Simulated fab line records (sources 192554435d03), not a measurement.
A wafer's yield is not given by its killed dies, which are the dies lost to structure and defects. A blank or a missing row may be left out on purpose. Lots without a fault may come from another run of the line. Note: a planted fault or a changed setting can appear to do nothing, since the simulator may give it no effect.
Comparing a struck lot with a sound one || flow n5-finfet || 15 out of 1938 route steps
Sound: the wafers L818.1, L818.3, L818.4. Struck: wafers L813.1, L813.2, L813.5. The cause is given at the end.
Order at every step that has rows: each side's tool, ch and its chambers, its first start. Under that, the readings that differ: sound wafers || struck wafers || difference of the means || sigmas: that difference in standard deviations of wafers without a fault.
alike: a reading whose means differ by less than 2 such deviations, as well as words and numbers matching on both sides. not compared: withheld readings; readings where some wafer has no value; bounds like >300 that might hide an equal value; numbers whose values overlap and for which the record gives no deviation.
A row with sigmas, a row that says differs or no value, or rows on one side alone: a step with any of these is where the two part. Numbers that don't overlap but have no deviation are shown without sigmas and don't part them. A reading missing from all wafers of one side parts the sides only when that side holds two or more wafers.

first, 4 steps without rows for these wafers: N5_MIM_BOT_LITHO_EXPOSE_05 (exposes mask MIM BOT); N5_MIM_BOT_LITHO_PEB_06; N5_MIM_BOT_LITHO_DEVELOP_07 (develop time 60 s); N5_MIM_BOT_LITHO_HARDBAKE_09 (time 120 s).
N5_MIM_BOT_LITHO_CD_MEAS_08: the cd target is 3000 nm.
  sound on cd-sem-02 ch 0, day 18 03:56; struck on cd-sem-03 ch 0, day 16 23:09
  alike: cd-nm
N5_MIM_BOT_LITHO_OVL_MEAS_11:
  sound on overlay-02 ch 0, day 18 03:58; struck on overlay-02 ch 0, day 16 23:11
  alike: MIM_BOT_OVL
N5_MIM_BOT_LITHO_INSPECT_12: inspects for defects (macro).
  sound: defect-inspect-02 at day 18 03:59; struck: defect-inspect-01 at day 16 23:13
  alike: raw-defect-count
N5_MIM_BOT_LITHO_DESCUM_10: chemistry O2, time 7.9 s.
  sound on rie-diel-02 ch 0,2,3, day 18 04:02; struck on rie-diel-06 ch 1,3, day 16 23:29
  alike: drypump-motor-current-A, oes-product-au, rf-fwd-power-W, rf-vpp-V, showerhead-plenum-p-Torr, temp-c, throttle-valve-pct
  not compared: rf-hours-counter-h
N5_MIM_BOT_ETCH_ETCH_04: etches SiNx in CF4/O2, target depth 26 nm, time 13 s.
  sound on rie-diel-02 ch 0,2,3, day 18 04:05; struck on rie-diel-06 ch 1,3, day 16 23:34
  alike: drypump-motor-current-A, mfc-ar-sccm, oes_f_703_au, oes_o_777_au, oes-product-au, rf-fwd-power-W, rf-vpp-V, showerhead-plenum-p-Torr, throttle-valve-pct
  not compared: rf-hours-counter-h
N5_MIM_BOT_ETCH_ETCH_03: etches the open film in Cl2/BCl3, target depth 12 nm.
  sound on rie-metal-01 ch 0,1, day 18 04:11; struck on rie-metal-03 ch 0,1, day 16 23:38
{"reading": "throttle-valve-pct (%)", "sound": "27.03 27.45 27.01", "struck": "27.73 27.76 27.75", "difference": "+0.58", "sigmas": "+2"}
  alike: drypump-motor-current-A, oes-product-au, rf-fwd-power-W
  not compared: rf-hours-counter-h
N5_MIM_BOT_ETCH_ETCH_00: etches TiN in Cl2/BCl3, target depth 45.5 nm.
  sound on rie-metal-01 ch 0,1, day 18 04:16; struck on rie-metal-03 ch 0,1, day 16 23:44
{"reading": "throttle-valve-pct (%)", "sound": "21.49 21.69 21.50", "struck": "22.05 22.14 22.14", "difference": "+0.55", "sigmas": "+3"}
  alike: drypump-motor-current-A, mfc-ar-sccm, oes-product-au, rf-fwd-power-W
  not compared: rf-hours-counter-h
N5_MIM_BOT_ETCH_STRIP_01: strips in O2.
  sound on rie-diel-06 ch 1,2,3, day 18 04:25; struck on rie-diel-04 ch 0,1,3, day 16 23:53
  alike: chamber-pressure-mTorr, drypump-motor-current-A, oes-product-au, rf-vpp-V, showerhead-plenum-p-Torr, temp-c, throttle-valve-pct
  not compared: rf-hours-counter-h
N5_MIM_BOT_ETCH_STRIP_02: strips in post etch residue remover, time 1200 s.
  sound on wet-bench-02 ch 5,6,7, day 18 04:29; struck on wet-bench-01 ch 1,4,7, day 16 23:56
  no value came back on the struck wafers for bath-guard-temp-C (C), bath-heat-duty-pct (%), temp-c (C); on the sound wafers bath-guard-temp-C (C) reads 73.1 72.3 72.1
then, 1 step without rows for these wafers: N5_MIM_BOT_ETCH_CLEAN_05 (cleans in IPA, time 180 s).
N5_PASSIVATION_PROBE_49:
  sound: prober-01 at day 18 13:44; struck: prober-01 at day 17 08:07
{"reading": "killed-at-front-end", "sound": "48 59 54", "struck": "27 21 35", "difference": -26, "sigmas": -2}
  alike: defect-limited-yield, killed_at_M0_to_M3, killed_at_M4_up, killed-at-contacts, killed-at-other, killed-dies, killed-open, killed-short, sort_bin_4_leakage, sort_bin_5_function, sort_bin_6_memory, sort_bin_8_speed, sort-n-pass, sort-yield-pct

== WHERE THEY PART ==
At N5_MIM_BOT_ETCH_ETCH_03 first; at N5_PASSIVATION_PROBE_49 last (within this record only).

WHY: what the simulator had put in
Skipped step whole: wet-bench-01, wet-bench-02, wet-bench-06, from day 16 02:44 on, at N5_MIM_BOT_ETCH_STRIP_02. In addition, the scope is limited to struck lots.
